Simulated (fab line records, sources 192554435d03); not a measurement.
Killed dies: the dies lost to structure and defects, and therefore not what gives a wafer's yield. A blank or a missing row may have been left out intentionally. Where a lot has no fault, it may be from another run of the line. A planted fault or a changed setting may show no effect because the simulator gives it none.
Chamber matching | flow n5Finfet | 3 sister chambers for N5_BEOL_M2_PRE_CLEAN_60 on cvdCo-01
The step time 15 s. 22 wafers are shown with their chamber, then 11 later ones without.

EACH WAFER AND ITS CHAMBER
wafer  | chamber | heaterPowerW (W) | rfFwdPowerW (W)
L075.1 | 0       | 67               | 295.8
L075.5 | 1       | 107              | 297.2
L075.6 | 0       | 68               | 295.6
L078.3 | 1       | 112              | 297.8
L078.5 | 2       | 75               | 296.2
L078.6 | 0       | 67               | 296.1
L079.2 | 2       | 75               | 294.2
L079.5 | 1       | 112              | 297.5
L079.6 | 2       | 75               | 294.1
L082.1 | 0       | 66               | 297.0
L082.2 | 1       | 110              | 299.0
L082.5 | 0       | 67               | 296.3
L083.2 | 1       | 110              | 297.1
L083.5 | 0       | 67               | 294.6
L083.6 | 1       | 110              | 295.8
L089.1 | 1       | 111              | 297.8
L089.2 | 0       | 69               | 296.1
L089.5 | 1       | 110              | 297.3
L091.1 | 1       | 109              | 297.5
L091.2 | 0       | 68               | 294.6
L091.5 | 2       | 78               | 294.9
L092.1 | 2       | 76               | 296.0

SIGNATURES, as means of the wafers listed above
reading      | chamber 0 | chamber 1 | chamber 2 | scatter within a chamber
heaterPowerW | 67.38     | 110.11    | 75.80     | 1.29
rfFwdPowerW  | 295.763   | 297.444   | 295.080   | 0.865
Rule: a wafer's distance from a chamber is the root of the sum, over the readings, of the square of ((its reading less the chamber's mean) divided by the reading's scatter). If the next closest chamber is less than 2 further off than the closest, the wafer can't be placed; otherwise it belongs to the closest. How the scatter is found: for the shown wafers, subtract from each reading the mean of its chamber, square and add these, divide the total by (wafers less chambers), then take the root.

WAFERS WITHOUT THEIR CHAMBER
wafer  | heaterPowerW (W) | rfFwdPowerW (W)
L092.2 | 108              | 296.1
L092.3 | 68               | 297.7
L095.2 | 76               | 295.5
L095.3 | 70               | 296.4
L095.4 | 67               | 296.0
L096.2 | 108              | 296.7
L096.3 | 69               | 296.3
L096.6 | 67               | 296.7
L097.1 | 110              | 297.0
L097.5 | 75               | 294.0
L097.6 | 70               | 295.9

CHAMBER TAKEN BY EACH
wafer  | from the rows above | in truth
L092.2 | 1                   | 1
L092.3 | 0                   | 0
L095.2 | 2                   | 2
L095.3 | 0                   | 0
L095.4 | 0                   | 0
L096.2 | 1                   | 1
L096.3 | 0                   | 0
L096.6 | 0                   | 0
L097.1 | 1                   | 1
L097.5 | 2                   | 2
L097.6 | 0                   | 0
Correctly placed: 11 of 11. Left unplaced by these rows: 0. Number placed wrongly: 0.
